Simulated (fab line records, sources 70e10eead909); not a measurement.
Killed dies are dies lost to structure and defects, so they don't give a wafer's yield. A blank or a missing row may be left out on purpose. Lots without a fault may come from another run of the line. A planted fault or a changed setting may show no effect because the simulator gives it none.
Which tool did it? | flow nand_harc | 15 lots, 45 wafers sampled, at 8 steps of a route of 1159

WHAT THE GAUGES READ, wafer by wafer
NHARC_A_ZERO_WELL_INSPECT_17. Usual: raw_defect_count 11, standard deviation 5.2.
lot  | measured     | on                | raw_defect_count | flag
L309 | day 6 16:13  | defect_inspect-02 | 16 5 12          |
L310 | day 7 01:35  | defect_inspect-01 | 9 3 8            |
L311 | day 7 06:05  | defect_inspect-01 | 5 7 11           |
L313 | day 7 08:15  | defect_inspect-01 | 6 7 5            |
L315 | day 8 05:25  | defect_inspect-02 | 14 10 18         |
L316 | day 8 10:12  | defect_inspect-01 | 20 10 13         |
L318 | day 9 01:24  | defect_inspect-01 | 12 14 16         |
L320 | day 9 17:37  | defect_inspect-02 | 7 8 7            |
L321 | day 9 19:16  | defect_inspect-02 | 4 9 18           |
L323 | day 10 08:24 | defect_inspect-02 | 4 19 7           |
L324 | day 10 20:39 | defect_inspect-02 | 4 2 7            |
L327 | day 11 03:00 | defect_inspect-02 | 8 8 9            |
L328 | day 11 08:20 | defect_inspect-02 | 7 5 17           |
L330 | day 11 20:14 | defect_inspect-02 | 14 21 13         |
L331 | day 11 23:41 | defect_inspect-01 | 2 19 4           |

NHARC_A_CHANNEL_HOLE_D1_CD_MEAS_10: target cd 100 nm. Usual: cd_nm 100.0 nm, standard deviation 0.43.
lot  | measured     | on        | cd_nm (nm)        | flag
L309 | day 8 03:09  | cd_sem-03 | 100.2 101.1 100.2 |
L310 | day 8 19:52  | cd_sem-01 | 100.4 100.5 99.8  |
L311 | day 9 02:08  | cd_sem-03 | 100.3 100.5 100.1 |
L313 | day 9 01:41  | cd_sem-02 | 99.7 99.6 100.0   |
L315 | day 9 20:36  | cd_sem-03 | 100.1 99.8 100.0  |
L316 | day 9 21:41  | cd_sem-01 | 99.6 99.4 99.8    |
L318 | day 10 15:11 | cd_sem-02 | 99.3 99.4 99.9    |
L320 | day 11 10:16 | cd_sem-03 | 100.4 100.3 100.3 |
L321 | day 11 10:02 | cd_sem-03 | 99.7 100.6 99.9   |
L323 | day 12 00:41 | cd_sem-03 | 100.2 100.1 100.6 |
L324 | day 12 09:34 | cd_sem-03 | 77.4 77.8 77.5    | OFF
L327 | day 12 17:58 | cd_sem-01 | 83.4 82.9 83.1    | OFF
L328 | day 12 18:28 | cd_sem-03 | 86.0 85.5 85.0    | OFF
L330 | day 13 06:34 | cd_sem-01 | 98.9 99.9 100.2   |
L331 | day 13 13:01 | cd_sem-03 | 100.5 100.6 99.5  |

NHARC_A_CHANNEL_HOLE_D1_INSPECT_12. Usual: raw_defect_count 6, standard deviation 3.1.
lot  | measured     | on                | raw_defect_count | flag
L309 | day 8 03:17  | defect_inspect-02 | 10 5 6           |
L310 | day 8 19:59  | defect_inspect-02 | 10 11 21         |
L311 | day 9 02:15  | defect_inspect-01 | 10 5 10          |
L313 | day 9 01:47  | defect_inspect-02 | 11 5 8           |
L315 | day 9 20:43  | defect_inspect-02 | 9 5 4            |
L316 | day 9 21:48  | defect_inspect-02 | 8 7 4            |
L318 | day 10 15:18 | defect_inspect-02 | 9 7 3            |
L320 | day 11 10:23 | defect_inspect-01 | 3 4 3            |
L321 | day 11 10:10 | defect_inspect-01 | 6 9 3            |
L323 | day 12 00:49 | defect_inspect-02 | 9 5 5            |
L324 | day 12 09:41 | defect_inspect-02 | 5 5 8            |
L327 | day 12 18:05 | defect_inspect-02 | 5 3 3            |
L328 | day 12 18:35 | defect_inspect-01 | 6 4 5            |
L330 | day 13 06:41 | defect_inspect-01 | 3 6 4            |
L331 | day 13 13:08 | defect_inspect-02 | 5 7 5            |

NHARC_A_CHANNEL_HOLE_D1_CD_MEAS_30. Usual: cd_nm 89.9 nm, standard deviation 0.9.
lot  | measured     | on        | cd_nm (nm)     | flag
L309 | day 8 10:04  | cd_sem-03 | 89.3 90.0 89.4 |
L310 | day 9 02:44  | cd_sem-03 | 89.6 89.4 89.9 |
L311 | day 9 09:03  | cd_sem-02 | 90.9 92.2 90.4 |
L313 | day 9 08:35  | cd_sem-01 | 91.0 90.2 91.3 |
L315 | day 10 03:29 | cd_sem-03 | 89.8 89.3 90.4 |
L316 | day 10 04:36 | cd_sem-01 | 89.3 89.3 89.9 |
L318 | day 10 22:04 | cd_sem-02 | 89.1 88.7 88.8 |
L320 | day 11 17:11 | cd_sem-03 | 90.1 89.7 90.0 |
L321 | day 11 17:05 | cd_sem-03 | 88.5 90.2 89.8 |
L323 | day 12 07:49 | cd_sem-01 | 89.7 88.7 89.7 |
L324 | day 12 16:27 | cd_sem-03 | 68.2 67.5 69.5 | OFF
L327 | day 13 00:52 | cd_sem-02 | 71.7 72.7 73.1 | OFF
L328 | day 13 03:52 | cd_sem-01 | 75.3 76.0 76.6 | OFF
L330 | day 13 13:26 | cd_sem-03 | 89.8 90.7 90.6 |
L331 | day 13 19:57 | cd_sem-01 | 90.6 90.5 89.4 |

NHARC_END_WLT_00. Usual: VT_DECK1_BOTTOM 0.871, standard deviation 0.0063; VT_DECK1_BOTTOM_INNER 0.871, standard deviation 0.0059; VT_DECK1_MEDIAN_NEAR_BOTTOM 0.872, standard deviation 0.0059; VT_DECK1_MEDIAN_NEAR_BOTTOM_INNER 0.871, standard deviation 0.0066; VT_DECK1_MIDDLE 0.884, standard deviation 0.0061; VT_DECK1_MIDDLE_INNER 0.884, standard deviation 0.0059; VT_DECK1_TOP 0.896, standard deviation 0.0066; VT_DECK1_TOP_INNER 0.896, standard deviation 0.0064.
lot  | measured     | on        | VT_DECK1_BOTTOM   | VT_DECK1_BOTTOM_INNER | VT_DECK1_MEDIAN_NEAR_BOTTOM | VT_DECK1_MEDIAN_NEAR_BOTTOM_INNER | VT_DECK1_MIDDLE   | VT_DECK1_MIDDLE_INNER | VT_DECK1_TOP      | VT_DECK1_TOP_INNER | flag
L309 | day 19 19:02 | prober-01 | 0.869 0.877 0.869 | 0.865 0.866 0.868     | 0.867 0.867 0.864           | 0.866 0.869 0.868                 | 0.889 0.887 0.880 | 0.880 0.877 0.881     | 0.888 0.896 0.890 | 0.895 0.894 0.895  |
L310 | day 20 03:23 | prober-01 | 0.868 0.868 0.876 | 0.870 0.872 0.880     | 0.882 0.874 0.876           | 0.875 0.881 0.868                 | 0.886 0.888 0.887 | 0.885 0.883 0.892     | 0.906 0.910 0.899 | 0.900 0.891 0.899  |
L311 | day 20 04:04 | prober-02 | 0.873 0.876 0.862 | 0.873 0.868 0.867     | 0.871 0.871 0.864           | 0.866 0.882 0.869                 | 0.879 0.880 0.878 | 0.882 0.878 0.878     | 0.899 0.887 0.887 | 0.892 0.886 0.894  |
L313 | day 20 11:08 | prober-01 | 0.864 0.868 0.870 | 0.878 0.879 0.876     | 0.872 0.869 0.868           | 0.876 0.857 0.871                 | 0.881 0.877 0.882 | 0.883 0.887 0.877     | 0.898 0.887 0.884 | 0.886 0.893 0.895  |
L315 | day 20 20:17 | prober-02 | 0.872 0.858 0.864 | 0.867 0.868 0.862     | 0.861 0.867 0.867           | 0.876 0.864 0.873                 | 0.880 0.876 0.879 | 0.882 0.877 0.873     | 0.892 0.889 0.878 | 0.887 0.891 0.892  |
L316 | day 20 18:23 | prober-01 | 0.871 0.875 0.868 | 0.872 0.874 0.864     | 0.875 0.876 0.880           | 0.872 0.866 0.875                 | 0.888 0.885 0.881 | 0.894 0.882 0.882     | 0.896 0.904 0.893 | 0.899 0.903 0.900  |
L318 | day 21 13:49 | prober-01 | 0.866 0.868 0.862 | 0.869 0.868 0.868     | 0.873 0.869 0.871           | 0.859 0.871 0.869                 | 0.882 0.874 0.882 | 0.885 0.875 0.875     | 0.896 0.885 0.888 | 0.895 0.896 0.896  |
L320 | day 22 00:40 | prober-01 | 0.882 0.878 0.878 | 0.880 0.873 0.883     | 0.879 0.884 0.874           | 0.882 0.878 0.889                 | 0.892 0.895 0.892 | 0.895 0.890 0.896     | 0.903 0.899 0.906 | 0.907 0.905 0.899  |
L321 | day 22 05:54 | prober-02 | 0.873 0.879 0.880 | 0.867 0.866 0.878     | 0.864 0.875 0.875           | 0.867 0.880 0.874                 | 0.887 0.893 0.891 | 0.889 0.890 0.884     | 0.899 0.896 0.907 | 0.900 0.902 0.912  |
L323 | day 22 08:55 | prober-01 | 0.872 0.873 0.876 | 0.871 0.864 0.871     | 0.869 0.868 0.870           | 0.865 0.866 0.873                 | 0.883 0.885 0.875 | 0.892 0.883 0.883     | 0.892 0.897 0.891 | 0.899 0.895 0.898  |
L327 | day 23 16:28 | prober-02 | 0.804 0.804       | 0.802 0.810           | 0.803 0.824                 | 0.804 0.816                       | 0.829 0.834       | 0.828 0.838           | 0.863 0.855       | 0.858 0.858        | OFF
L328 | day 24 05:07 | prober-02 | 0.813 0.823 0.816 | 0.823 0.818 0.821     | 0.821 0.825 0.834           | 0.816 0.822 0.827                 | 0.843 0.841 0.836 | 0.836 0.843 0.832     | 0.847 0.853 0.856 | 0.858 0.852 0.850  | OFF
L330 | day 24 12:59 | prober-02 | 0.874 0.877 0.869 | 0.876 0.875 0.874     | 0.870 0.871 0.872           | 0.875 0.876 0.868                 | 0.878 0.877 0.879 | 0.880 0.888 0.887     | 0.890 0.893 0.892 | 0.890 0.892 0.896  |
L331 | day 24 13:29 | prober-01 | 0.879 0.883 0.873 | 0.890 0.886 0.868     | 0.888 0.875 0.876           | 0.880 0.879 0.876                 | 0.902 0.894 0.882 | 0.891 0.889 0.892     | 0.895 0.910 0.895 | 0.905 0.899 0.898  |

WHICH TOOL RAN EACH LOT (tool, then ch and the chambers of the sampled wafers, then the start)
lot  | NHARC_A_CHANNEL_HOLE_D1_EXPOSE_07  | NHARC_A_CHANNEL_HOLE_D1_ETCH_38    | NHARC_A_CHANNEL_HOLE_D1_XSEM_31
L309 | arfi_scanner-03 ch 0, day 8 03:01  | rie_diel-02 ch 0,3, day 8 03:26    | xsem-02 ch 0, day 8 10:09
L310 | arfi_scanner-02 ch 0, day 8 19:44  | rie_diel-10 ch 0,1, day 8 20:08    | xsem-02 ch 0, day 9 02:50
L311 | arfi_scanner-03 ch 0, day 9 01:59  | rie_diel-02 ch 1,3, day 9 02:25    | xsem-02 ch 0, day 9 09:09
L313 | arfi_scanner-02 ch 0, day 9 01:32  | rie_diel-01 ch 1,3, day 9 01:57    | xsem-01 ch 0, day 9 08:41
L315 | arfi_scanner-03 ch 0, day 9 20:28  | rie_diel-10 ch 0,1,3, day 9 20:52  | xsem-02 ch 0, day 10 03:35
L316 | arfi_scanner-03 ch 0, day 9 21:32  | rie_diel-02 ch 0,1,3, day 9 21:58  | xsem-01 ch 0, day 10 04:41
L318 | arfi_scanner-01 ch 0, day 10 15:02 | rie_diel-01 ch 0,2,3, day 10 15:27 | xsem-02 ch 0, day 10 22:10
L320 | arfi_scanner-03 ch 0, day 11 10:08 | rie_diel-01 ch 0,2,3, day 11 10:32 | xsem-01 ch 0, day 11 17:17
L321 | arfi_scanner-02 ch 0, day 11 09:54 | rie_diel-10 ch 0,1, day 11 10:19   | xsem-02 ch 0, day 11 17:10
L323 | arfi_scanner-01 ch 0, day 12 00:33 | rie_diel-10 ch 0,2, day 12 00:59   | xsem-02 ch 0, day 12 07:55
L324 | arfi_scanner-01 ch 0, day 12 09:26 | rie_diel-01 ch 0,2,3, day 12 09:50 | xsem-02 ch 0, day 12 16:32
L327 | arfi_scanner-01 ch 0, day 12 17:49 | rie_diel-01 ch 0,1,2, day 12 18:14 | xsem-01 ch 0, day 13 00:56
L328 | arfi_scanner-01 ch 0, day 12 18:19 | rie_diel-02 ch 0,1, day 12 18:45   | xsem-02 ch 0, day 13 03:59
L330 | arfi_scanner-02 ch 0, day 13 06:25 | rie_diel-01 ch 1,2,3, day 13 06:50 | xsem-02 ch 0, day 13 13:31
L331 | arfi_scanner-02 ch 0, day 13 12:52 | rie_diel-02 ch 0,1,2, day 13 13:17 | xsem-01 ch 0, day 13 20:02
- NHARC_A_CHANNEL_HOLE_D1_EXPOSE_07: exposes mask HOLE D1, target cd 100 nm.
- NHARC_A_CHANNEL_HOLE_D1_ETCH_38: etches the open film in CF4, target depth 39 nm, time 65 s.
- NHARC_A_CHANNEL_HOLE_D1_XSEM_31

WHAT THE TOOLS THEMSELVES READ (means of the sampled wafers that have a number; where no wafer has one, the mark that the record gives instead)
NHARC_A_CHANNEL_HOLE_D1_EXPOSE_07. Usual: exposure_dose_mJ_cm2 59.59, standard deviation 0.06; reticle_temp_C 23.02 C, standard deviation 0.12.
lot  | tool            | exposure_dose_mJ_cm2 | reticle_temp_C (C) | flag
L309 | arfi_scanner-03 | 59.62                | 22.96              |
L310 | arfi_scanner-02 | 59.64                | 23.21              |
L311 | arfi_scanner-03 | 59.56                | 22.86              |
L313 | arfi_scanner-02 | 59.58                | 22.95              |
L315 | arfi_scanner-03 | 59.61                | 22.90              |
L316 | arfi_scanner-03 | 59.65                | 23.22              |
L318 | arfi_scanner-01 | 59.54                | 23.05              |
L320 | arfi_scanner-03 | 59.64                | 23.29              |
L321 | arfi_scanner-02 | 59.61                | 22.89              |
L323 | arfi_scanner-01 | 59.69                | 23.05              |
L324 | arfi_scanner-01 | 37.31                | 23.01              | OFF
L327 | arfi_scanner-01 | 41.77                | 23.08              | OFF
L328 | arfi_scanner-01 | 43.25                | 22.95              | OFF
L330 | arfi_scanner-02 | 59.66                | 22.94              |
L331 | arfi_scanner-02 | 59.53                | 23.05              |

NHARC_A_CHANNEL_HOLE_D1_ETCH_38. Usual: chamber_pressure_mTorr 50.00 mTorr, standard deviation 0.045; drypump_motor_current_A 5.6 A, standard deviation 0.58; oes_product_au 0.999 a.u., standard deviation 0.0064; rf_vpp_V 151.0 V, standard deviation 1.1; showerhead_plenum_p_Torr 1.75 Torr, standard deviation 0.063; throttle_valve_pct 13.283 %, standard deviation 0.0093.
lot  | tool        | chamber_pressure_mTorr (mTorr) | drypump_motor_current_A (A) | oes_product_au (a.u.) | rf_vpp_V (V) | showerhead_plenum_p_Torr (Torr) | throttle_valve_pct (%) | flag
L309 | rie_diel-02 | 50.03                          | 5.4                         | 1.002                 | 149.9        | 1.71                            | 13.291                 |
L310 | rie_diel-10 | 50.00                          | 5.0                         | 0.997                 | 150.7        | 1.72                            | 13.298                 |
L311 | rie_diel-02 | 50.02                          | 5.3                         | 1.001                 | 150.0        | 1.70                            | 13.284                 |
L313 | rie_diel-01 | 49.98                          | 5.5                         | 1.002                 | 151.1        | 1.77                            | 13.269                 |
L315 | rie_diel-10 | 49.98                          | 5.2                         | 0.991                 | 151.3        | 1.72                            | 13.283                 |
L316 | rie_diel-02 | 49.97                          | 5.5                         | 1.003                 | 150.7        | 1.73                            | 13.279                 |
L318 | rie_diel-01 | 50.00                          | 6.2                         | 0.998                 | 151.8        | 1.80                            | 13.284                 |
L320 | rie_diel-01 | 50.00                          | 6.2                         | 0.991                 | 151.8        | 1.80                            | 13.279                 |
L321 | rie_diel-10 | 50.01                          | 5.2                         | 0.997                 | 151.4        | 1.76                            | 13.285                 |
L323 | rie_diel-10 | 49.97                          | 5.6                         | 1.002                 | 151.7        | 1.76                            | 13.281                 |
L324 | rie_diel-01 | 49.96                          | 6.2                         | 1.009                 | 152.4        | 1.80                            | 13.280                 |
L327 | rie_diel-01 | 49.99                          | 6.5                         | 1.001                 | 151.2        | 1.79                            | 13.275                 |
L328 | rie_diel-02 | 50.00                          | 5.7                         | 1.000                 | 151.4        | 1.76                            | 13.287                 |
L330 | rie_diel-01 | 50.01                          | 6.0                         | 1.003                 | 151.8        | 1.76                            | 13.286                 |
L331 | rie_diel-02 | 50.00                          | 5.7                         | 1.003                 | 151.6        | 1.78                            | 13.279                 |

NHARC_A_CHANNEL_HOLE_D1_XSEM_31. Usual: bot_cd_nm 74.4 nm, standard deviation 1.1; bow_nm 8.57 nm, standard deviation 0.26; tilt_deg 0.06 degrees, standard deviation 0.037.
lot  | tool    | bot_cd_nm (nm) | bow_nm (nm) | tilt_deg (degrees) | flag
L309 | xsem-02 | 74.4           | 8.73        | 0.04               |
L310 | xsem-02 | 74.0           | 8.79        | 0.05               |
L311 | xsem-02 | 76.0           | 8.38        | 0.08               |
L313 | xsem-01 | 75.4           | 9.13        | 0.01               |
L315 | xsem-02 | 74.4           | 8.40        | 0.12               |
L316 | xsem-01 | 74.0           | 8.23        | 0.11               |
L318 | xsem-02 | 73.0           | 8.84        | 0.04               |
L320 | xsem-01 | 74.3           | 8.58        | 0.04               |
L321 | xsem-02 | 75.0           | 8.22        | 0.04               |
L323 | xsem-02 | 74.2           | 8.42        | 0.08               |
L324 | xsem-02 | 52.7           | 8.82        | 0.11               | OFF
L327 | xsem-01 | 55.9           | 8.30        | 0.11               | OFF
L328 | xsem-02 | 60.1           | 8.28        | 0.04               | OFF
L330 | xsem-02 | 75.2           | 8.62        | -0.01              |
L331 | xsem-01 | 74.5           | 8.37        | 0.04               |

THE ANSWER, worked out from the rows above alone
Rule: a lot is off if the mean of its wafers that have a number lies more than 3 standard deviations from the usual mean. A lot without any number at a reading at which 4 lots or more have one is off too. The other lots that the step has rows for count as sound. The gauges are gone through in route order, then the tools' own readings, and for those a lot's mean is taken as printed above. The first step at which some lot is off is used, and at that step the reading that is off furthest; a lot without a number counts as furthest.
Off: L324, L327, L328, at NHARC_A_CHANNEL_HOLE_D1_CD_MEAS_10 (cd_nm).
A tool fits if, at a process step before that reading, it ran every lot that is off, and no sound lot after the first of them. The gauges at NHARC_A_CHANNEL_HOLE_D1_CD_MEAS_10 aren't tried: what is off there is off at NHARC_A_CHANNEL_HOLE_D1_EXPOSE_07 too, on other tools, and a gauge's error can't cause that. One fits: arfi_scanner-01 at NHARC_A_CHANNEL_HOLE_D1_EXPOSE_07. Its last sound lot is L323 (day 12 00:33), its first lot that is off L324 (day 12 09:26): a fault that began between those two fits.
The tool's own readings at NHARC_A_CHANNEL_HOLE_D1_EXPOSE_07 bear it out: on the lots that are off they differ by more than 5 times the standard deviation of the sound lots' means. exposure_dose_mJ_cm2 reads 40.78 there against 59.61 on the sound lots.

WHAT THE SIMULATOR HAD PUT IN
Process parameter drift: arfi_scanner-01, from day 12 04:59 on, at NHARC_A_CHANNEL_HOLE_D1_EXPOSE_07. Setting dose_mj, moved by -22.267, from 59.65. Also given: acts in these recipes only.
Lots struck among those shown: L324, L327, L328. The rule above found the same.
